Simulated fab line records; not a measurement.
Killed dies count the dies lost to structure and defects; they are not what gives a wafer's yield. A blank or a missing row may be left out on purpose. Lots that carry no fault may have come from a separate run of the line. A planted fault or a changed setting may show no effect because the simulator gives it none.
fab line records    flow n5Finfet
[record] lots = 6  wafers = 18  lastDay = 18
route steps=1938 shown BEOL_M10@1489
lots that met no fault: taken from a fault-free run of the same line
startH: start of the lot's first displayed wafer, in hours after the record's first day    waitH: how many hours have passed since the lot's step before this one    " identical to the entry in the row above    L1.1+2: several wafers, shown together as one row    - no value, or no start given    * or withheld: withheld    < > ~ a bound
route shown NAME@n: NAME is a module with steps in the file, n the number in the route of the first one    usual: average and standard deviation across the fault-free wafers    same: alike in all rows    chamber/n: place in a boat    sites: the reading at each site    _std_site: the values' standard deviation    _edge_site: mean of outer sites minus mean of inner sites    radiusMm: for every site, how far away it sits from the centre of the wafer    mask NAME#n: copy n    behind: the last tool/chamber to shape the wafer    hold: why the lot went on hold/how many hours it stayed there/how the hold came to an end    device: which transistor (n, p or np) failed to switch    end of line: the same wafers' tests at the end of the route    a step with no rows: only its recipe    killed: at the first sort, the dies lost to defects and structure; wafer yield is something else    map: the dies of a wafer, with x for killed, . for not killed, _ for no die there
set.NAME: the setting that was run; set.NAME@STEP: the one run at that earlier step    model.NAME: the simulator's own value behind a step, which no gauge read
lots seen at some steps along the route; tables by step, rows by wafer
services: a tool's chamber out of use, with start hour (startH, from the record's first day; less than 0 if before it), hours out, and reason
[[steps]]
[step N5_BEOL_M10_STRIP_68]
[recipe] chemistry = N2/H2  tempC = 40  n2FlowSccm = 200  h2FlowSccm = 200  rfFrequencyHz = 6e+07
[step N5_BEOL_M10_STRIP_67]
[recipe] chemistry = CF4  resist = SiARC  powerW = 300  biasPowerW = 75  pressureMtorr = 50  cf4FlowSccm = 150  rfFrequencyHz = 6e+07
[usual] drypumpMotorCurrentA = 5.6/0.46  oesProductAu = 0.79/0.071  powerW = 299.9/0.92  rfVppV = 271.2/1.3  showerheadPlenumPTorr = 1.79/0.046  throttleValvePct = 13.63/0.22
lot.wafer  tool        chamber  startH  waitH  drypumpMotorCurrentA  oesProductAu  powerW  rfHoursCounterH  rfVppV  showerheadPlenumPTorr  throttleValvePct
L913.1     rieDiel-02  3        245.19  0.0    5.4                   0.71          299.4   189              272.5   1.79                   13.85
L913.3     "           0        "       "      5.9                   0.83          299.5   75               272.1   1.82                   13.58
L913.4     "           2        "       "      6.3                   0.85          298.9   45               271.7   1.89                   13.38
L920.1     rieDiel-05  0        281.75  0.0    5.9                   0.77          298.8   140              270.3   1.82                   13.88
L920.2     "           3        "       "      6.3                   0.76          299.8   156              268.2   1.81                   13.79
L920.4     "           2        "       "      5.3                   0.82          298.7   93               272.9   1.80                   13.52
L921.2     rieDiel-02  1        298.90  0.0    6.3                   0.90          299.5   12               270.3   1.77                   13.47
L921.3     "           0        "       "      5.9                   0.82          299.7   92               273.0   1.81                   13.62
L921.6     "           2        "       "      6.3                   0.81          299.1   -                274.4   1.88                   13.45
L928.1     rieDiel-01  0        334.10  0.0    5.1                   0.72          299.5   181              270.1   1.78                   13.68
L928.2     "           3        "       "      6.1                   0.81          300.6   111              271.7   1.80                   13.36
L928.3     "           1        "       "      5.3                   0.88          301.2   33               273.4   1.82                   13.50
L931.3     rieDiel-01  1        355.13  0.0    5.3                   0.87          300.6   41               271.5   1.82                   13.49
L931.5     "           3        "       "      6.1                   0.80          301.4   -                272.3   1.80                   13.39
L931.6     "           0        "       "      5.1                   0.71          298.8   -                269.7   1.77                   13.70
L932.1     rieDiel-02  1        372.96  0.0    6.3                   0.85          301.1   39               271.0   1.76                   13.52
L932.3     "           0        "       "      5.9                   0.79          297.3   119              271.7   1.80                   13.68
L932.5     "           3        "       "      5.4                   0.68          299.1   -                269.6   1.77                   13.95
[step N5_BEOL_M10_HM_OPEN_17]
[recipe] chemistry = Cl2/BCl3  targetDepthA = 200  overetchA = 60  target = TiN  maskMaterial = SOC  ionEnergyEv = 150  pressureMtorr = 10  icpW = 1000  biasW = 126  Cl2_flow_sccm = 53.25  bcl3FlowSccm = 21.75  Ar_flow_sccm = 25
[usual] drypumpMotorCurrentA = 5.8/0.5  oesProductAu = 0.71/0.066  throttleValvePct = 22.08/0.13
lot.wafer  tool         chamber  startH  waitH  drypumpMotorCurrentA  oesProductAu  rfHoursCounterH  throttleValvePct
L913.1     rieMetal-01  1        245.23  0.0    5.8                   0.68          28               22.18
L913.3     "            1        "       "      5.8                   0.67          -                22.20
L913.4     "            0        "       "      6.7                   0.74          -                22.14
L920.1     rieMetal-03  1        281.79  0.0    5.7                   0.63          48               21.97
L920.2     "            1        "       "      5.6                   0.64          -                21.97
L920.4     "            1        "       "      5.6                   0.63          -                21.98
L921.2     rieMetal-01  0        298.94  0.0    6.7                   0.72          19               22.16
L921.3     "            0        "       "      6.7                   0.73          -                22.14
L921.6     "            1        "       "      5.8                   0.67          -                22.19
L928.1     rieMetal-03  1        334.14  0.0    5.6                   0.64          52               21.97
L928.2     "            0        "       "      5.6                   0.81          4                21.81
L928.3     "            1        "       "      5.6                   0.63          -                21.95
L931.3     rieMetal-03  0        355.20  0.1    5.6                   0.79          -                21.85
L931.5     "            0        "       "      5.6                   0.79          -                21.85
L931.6     "            1        "       "      5.6                   0.61          -                22.00
L932.1     rieMetal-02  1        373.00  0.0    5.0                   0.68          28               22.25
L932.3     "            1        "       "      5.0                   0.68          -                22.20
L932.5     "            0        "       "      6.0                   0.73          -                22.13
[step N5_BEOL_M10_STRIP_19]
[recipe] chemistry = O2  powerW = 400  tempC = 40  pressureMtorr = 30  rfFrequencyHz = 6e+07  biasPowerW = 0  overashFraction = 0.2  o2FlowSccm = 225
[usual] drypumpMotorCurrentA = 5.8/0.44  oesProductAu = 0.79/0.072  rfVppV = 3.6/0.6  showerheadPlenumPTorr = 2.11/0.062  throttleValvePct = 16.76/0.18
lot.wafer  tool        chamber  startH  waitH  drypumpMotorCurrentA  oesProductAu  rfHoursCounterH  rfVppV  showerheadPlenumPTorr  throttleValvePct
L913.1     rieDiel-05  1        245.52  0.3    5.7                   0.73          201              4.0     2.10                   16.95
L913.3     "           2        "       "      5.3                   0.83          83               3.5     2.13                   16.72
L913.4     "           3        "       "      6.3                   0.77          144              3.7     2.08                   16.62
L920.1     rieDiel-05  3        281.99  0.2    6.3                   0.77          156              3.3     2.07                   16.67
L920.2     "           2        "       "      5.3                   0.83          93               3.1     2.13                   16.74
L920.4     "           0        "       "      5.9                   0.76          140              4.1     2.10                   16.94
L921.2     rieDiel-05  1        299.05  0.1    5.7                   0.72          217              5.1     2.10                   17.00
L921.3     "           3        "       "      6.3                   0.76          162              4.9     2.07                   16.67
L921.6     "           0        "       "      5.9                   0.76          -                3.9     2.10                   16.92
L928.1     rieDiel-05  3        334.25  0.1    6.3                   0.74          174              2.8     2.07                   16.69
L928.2     "           2        "       "      5.3                   0.80          112              4.1     2.12                   16.76
L928.3     "           1        "       "      5.7                   0.70          229              3.2     2.09                   16.99
L931.3     rieDiel-02  0        355.35  0.1    5.9                   0.80          111              3.1     2.13                   16.82
L931.5     "           3        "       "      5.4                   0.70          -                3.8     2.05                   16.86
L931.6     "           0        "       "      5.9                   0.80          -                3.5     2.13                   16.81
L932.1     rieDiel-05  3        373.18  0.1    6.3                   0.74          184              3.1     2.06                   16.71
L932.3     "           2        "       "      5.3                   0.80          121              3.5     2.12                   16.77
L932.5     "           0        "       "      5.9                   0.74          -                3.5     2.09                   16.97
[step N5_BEOL_M10_CD_MEAS_18]
[recipe] pitchNm = 140  targetCdNm = 70
[usual] cdNm = 70.0/0.65
lot.wafer  tool      chamber  startH  waitH  cdNm
L913.1     cdSem-03  -        245.59  0.0    70.0
L913.3     "         -        "       "      69.9
L913.4     "         -        "       "      69.8
L920.1     cdSem-01  -        282.06  0.0    71.4
L920.2     "         -        "       "      69.5
L920.4     "         -        "       "      71.0
L921.2     cdSem-02  -        299.12  0.1    70.1
L921.3     "         -        "       "      70.4
L921.6     "         -        "       "      70.7
L928.1     cdSem-02  -        334.32  0.0    70.1
L928.2     "         -        "       "      69.6
L928.3     "         -        "       "      71.0
L931.3     cdSem-03  -        355.42  0.1    70.1
L931.5     "         -        "       "      69.3
L931.6     "         -        "       "      70.4
L932.1     cdSem-02  -        373.25  0.0    69.4
L932.3     "         -        "       "      69.1
L932.5     "         -        "       "      69.1
[step N5_BEOL_M10_COAT_63]
[recipe] resist = SOC  tempC = 250  timeS = 60  spinRpm = 1500  resistThkNm = 100
[step N5_BEOL_M10_COAT_64]
[recipe] resist = SiARC  tempC = 220  timeS = 60  spinRpm = 1500  resistThkNm = 30
[step N5_BEOL_M10_COAT_22]
[recipe] resist = CAR-ArF  spinRpm = 1500  resistThkNm = 90
[step N5_BEOL_M10_EBR_24]
[recipe] solvent = PGMEA  ebrWidthMm = 1.5
[step N5_BEOL_M10_SOFTBAKE_23]
[recipe] tempC = 110  timeS = 60  resist = CAR-ArF
[step N5_BEOL_M10_EXPOSE_25]
[recipe] maskId = V9  na = 1.35  sourceShape = annular  sigmaInner = 0.5  sigmaOuter = 0.8  polarization = unpolarized  doseMj = 85.5
[step N5_BEOL_M10_PEB_26]
[recipe] pebTempC = withheld  pebTimeS = 60  resist = CAR-ArF
[step N5_BEOL_M10_DEVELOP_27]
[recipe] developTimeS = 30  developer = TMAH  resist = CAR-ArF  rinseLiquid = diw  dry = airSpin  devTempC = 23
[usual] chillPlateTempC = 22.99/0.1  developTimeS = 30/0  developerTempC = 22.99/0.12
lot.wafer  tool           chamber  startH  waitH  chillPlateTempC  developTimeS  developerTempC  model.CAR-ArF_of_BEOL_M10_COAT_22.thkNm
L913.1     lithoTrack-04  0        248.42  -      23.04            30            23.01           88.4
L913.3     "              0        "       "      23.01            30            23.10           88.4
L913.4     "              0        "       "      22.97            30            23.03           88.6
L920.1     lithoTrack-02  -        282.79  -      -                -             -               90.4
L920.2     "              -        "       "      -                -             -               90.4
L920.4     "              -        "       "      -                -             -               90.6
L921.2     lithoTrack-03  -        300.97  -      -                -             -               89.8
L921.3     "              -        "       "      -                -             -               89.8
L921.6     "              -        "       "      -                -             -               90
L928.1     lithoTrack-04  0        336.27  -      23.01            30            23.08           88.2
L928.2     "              0        "       "      23.12            30            23.07           88.8
L928.3     "              0        "       "      23.12            30            22.96           88.2
L931.3     lithoTrack-04  0        356.73  -      22.95            30            23.00           89
L931.5     "              0        "       "      23.06            30            22.83           89
L931.6     "              0        "       "      23.04            30            22.85           89
L932.1     lithoTrack-02  0        375.50  -      23.03            30            23.02           88.2
L932.3     "              0        "       "      23.00            30            23.12           88.4
L932.5     "              0        "       "      22.97            30            22.95           88.2
[step N5_BEOL_M10_CD_MEAS_28]
[recipe] targetCdNm = 70  landingEnergyEv = 500  detector = seInlens  polarity = opening
[usual] cdNm = 70.4/1
lot.wafer  tool      chamber  startH  waitH  cdNm
L913.1     cdSem-02  0        248.47  -      69.6
L913.3     "         0        "       "      70.3
L913.4     "         0        "       "      69.0
L920.1     cdSem-02  0        282.85  -      -
L920.2     "         0        "       "      -
L920.4     "         0        "       "      -
L921.2     cdSem-01  0        301.03  -      -
L921.3     "         0        "       "      -
L921.6     "         0        "       "      -
L928.1     cdSem-01  0        336.33  -      69.8
L928.2     "         0        "       "      70.8
L928.3     "         0        "       "      70.9
L931.3     cdSem-03  0        356.79  -      71.5
L931.5     "         0        "       "      70.9
L931.6     "         0        "       "      71.3
L932.1     cdSem-02  0        375.56  -      70.7
L932.3     "         0        "       "      70.5
L932.5     "         0        "       "      70.3
[[services]]
tool           chamber  startH  hours  kind
rieDiel-01     -        223.56  0.1    repair
rieDiel-02     1        250.21  -      clean
rieDiel-02     1        250.21  -      consumableReplace:focusRing
rieDiel-02     1        250.21  13.8   scheduledDown
rieDiel-02     1        250.21  13.8   ventCycle
rieMetal-02    -        258.21  0.2    repair
rieMetal-03    0        264.62  -      clean
rieMetal-03    0        264.62  22.5   scheduledDown
rieMetal-03    0        264.62  22.5   ventCycle
rieDiel-02     -        274.83  1.4    repair
rieMetal-02    0        301.21  14.5   repair
rieMetal-01    -        304.08  0.6    repair
rieDiel-05     -        348.85  15.6   pm
rieDiel-01     2        353.33  4.1    repair
rieMetal-01    -        372.42  8.2    repair
lithoTrack-02  -        373.43  -      consumableReplace:filter
[[key]]
[firstSign] step = N5_BEOL_M10_DEVELOP_27  reading = toolRecord  direction = missing
effect none on later readings
[modelEffect] step = N5_BEOL_M10_DEVELOP_27  value = CAR-ArF_of_BEOL_M10_COAT_22.thkNm  without = 88.47  struck = 90.17
metAt N5_BEOL_M10_DEVELOP_27
struckWafers L920.1,L920.2,L920.4,L921.2,L921.3,L921.6
laterRowsLeftOut L920.1,L920.2,L920.4,L921.2,L921.3,L921.6
sortLeftOut L920.1,L920.2,L920.4,L921.2,L921.3,L921.6
[fault] kind = skippedStepWhole  tool = lithoTrack-02,lithoTrack-03  chamber = -  onsetH = 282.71  steps = N5_BEOL_M10_DEVELOP_27  scope = struckLotsOnly
// sortLeftOut: the simulated sort isn't trusted on such a fault, so these wafers' sort isn't shown, and their yield isn't known
// laterRowsLeftOut: the simulator's readings of these wafers behind a module that went badly wrong aren't trusted and aren't shown, but for the sort
